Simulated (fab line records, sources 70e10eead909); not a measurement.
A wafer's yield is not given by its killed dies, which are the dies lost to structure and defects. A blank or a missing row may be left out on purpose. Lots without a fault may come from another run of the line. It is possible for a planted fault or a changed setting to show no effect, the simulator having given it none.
Struck lot and sound lot, side by side | flow nand harc | 32 steps out of a route of 1159
Sound: the wafers L421.3, L421.4, L421.5. Struck: wafer L411.4 (left out: L411.1, L411.6 of the same lot, which were not struck); the cause appears at the end.
Order at every step that has rows: each side's tool, ch and its chambers, its first start. Under that, the readings that differ: sound wafers | struck wafers | difference of the means | sigmas: that difference in standard deviations of wafers without a fault.
alike: same words and numbers on both sides, and readings whose means sit less than 2 such deviations apart. not compared: any withheld reading, any reading some wafer has no value for, any bound like >300 that may hide the same value, and any number with overlapping values for which the record gives no deviation.
Wherever a step has rows on one side only, a row that says differs or no value, or a row with sigmas, the two part there. Numbers that have no deviation but don't overlap get no sigmas and don't part them. A reading that every wafer of one side lacks parts them only if that side has two wafers or more.

first, 5 steps without rows for these wafers: NHARC_A_ONON_D1_DEP_19 (target thk 1000 nm); NHARC_A_ONON_D1_DEP_22 (target thk 1000 nm); NHARC_A_ONON_D1_DEP_25 (target thk 1000 nm); NHARC_A_ONON_D1_DEP_28 (target thk 1000 nm); NHARC_A_ONON_D1_DEP_33 (deposits SiO2, target thk 200 nm).
NHARC_A_CHANNEL_HOLE_D1_DEP_00: deposits aC, target thk 3100 nm.
  sound on acl dep-01 ch 0, day 12 15:33; struck on acl dep-01 ch 0, day 9 22:28
  alike: throttle valve pct
then, 25 steps without rows for these wafers: NHARC_A_CHANNEL_HOLE_D1_DEP_01 (deposits SiON, target thk 140 nm); NHARC_A_CHANNEL_HOLE_D1_DEHYDRATE_02 (time 120 s); NHARC_A_CHANNEL_HOLE_D1_HMDS_03 (time 30 s); NHARC_A_CHANNEL_HOLE_D1_COAT_36 (time 75 s); NHARC_A_CHANNEL_HOLE_D1_COAT_37 (time 65 s); NHARC_A_CHANNEL_HOLE_D1_COAT_04 (resist thk 90 nm); NHARC_A_CHANNEL_HOLE_D1_SOFTBAKE_05 (time 55 s); NHARC_A_CHANNEL_HOLE_D1_EBR_06; NHARC_A_CHANNEL_HOLE_D1_EXPOSE_07 (exposes mask HOLE D1, target cd 100 nm); NHARC_A_CHANNEL_HOLE_D1_PEB_08 (peb time 65 s); NHARC_A_CHANNEL_HOLE_D1_DEVELOP_09 (develop time 35 s); NHARC_A_CHANNEL_HOLE_D1_DESCUM_15 (chemistry O2, time 3 s); NHARC_A_CHANNEL_HOLE_D1_ETCH_38 (etches the open film in CF4, target depth 39 nm, time 65 s); NHARC_A_CHANNEL_HOLE_D1_ETCH_39 (etches the open film in N2/H2, target depth 260 nm, time 325 s); NHARC_A_CHANNEL_HOLE_D1_ETCH_34 (etches the open film in CF4/CHF3, target depth 154 nm, time 77 s); NHARC_A_CHANNEL_HOLE_D1_ETCH_16 (etches the open film in O2/COS, target depth 3100 nm, time 806 s); NHARC_A_CHANNEL_HOLE_D1_ETCH_19 (etches the open film in C4F8/O2/Ar, time 34.5 s); NHARC_A_CHANNEL_HOLE_D1_ETCH_20 (etches the open film in C4F8/O2/Ar, time 361.9 s, target depth 1600 nm); NHARC_A_CHANNEL_HOLE_D1_ETCH_21 (etches the open film in C4F8/O2/Ar, time 514.3 s, target depth 1600 nm); NHARC_A_CHANNEL_HOLE_D1_ETCH_22 (etches the open film in C4F8/O2/Ar, time 666.7 s, target depth 1600 nm); NHARC_A_CHANNEL_HOLE_D1_ETCH_23 (etches the open film in C4F8/O2/Ar, time 819 s, target depth 1600 nm); NHARC_A_CHANNEL_HOLE_D1_ETCH_24 (etches the open film in C4F8/O2/Ar, time 906.2 s, target depth 1500 nm); NHARC_A_CHANNEL_HOLE_D1_ETCH_25 (etches the open film in C4F8/O2/Ar, time 1040.2 s, target depth 1500 nm); NHARC_A_CHANNEL_HOLE_D1_ETCH_26 (etches the open film in C4F8/O2/Ar, time 224.1 s, target depth 300 nm); NHARC_A_CHANNEL_HOLE_D1_ETCH_33 (etches the open film in C4F8/O2/Ar, time 90 s, target depth 400 nm).
-- jump in the record: it breaks off in module A_CHANNEL_HOLE_D1 and resumes in module END (first step shown: number 1159 of the route), and 12 days separate the struck wafers' starts before and after --
NHARC_END_SORT_01:
  at this point the record logs the struck wafers (prober-02 ch 0, day 21 15:52) and has no rows for the sound ones

WHERE THEY PART
Only at NHARC_END_SORT_01, within this record.

WHY: whatever the simulator had introduced
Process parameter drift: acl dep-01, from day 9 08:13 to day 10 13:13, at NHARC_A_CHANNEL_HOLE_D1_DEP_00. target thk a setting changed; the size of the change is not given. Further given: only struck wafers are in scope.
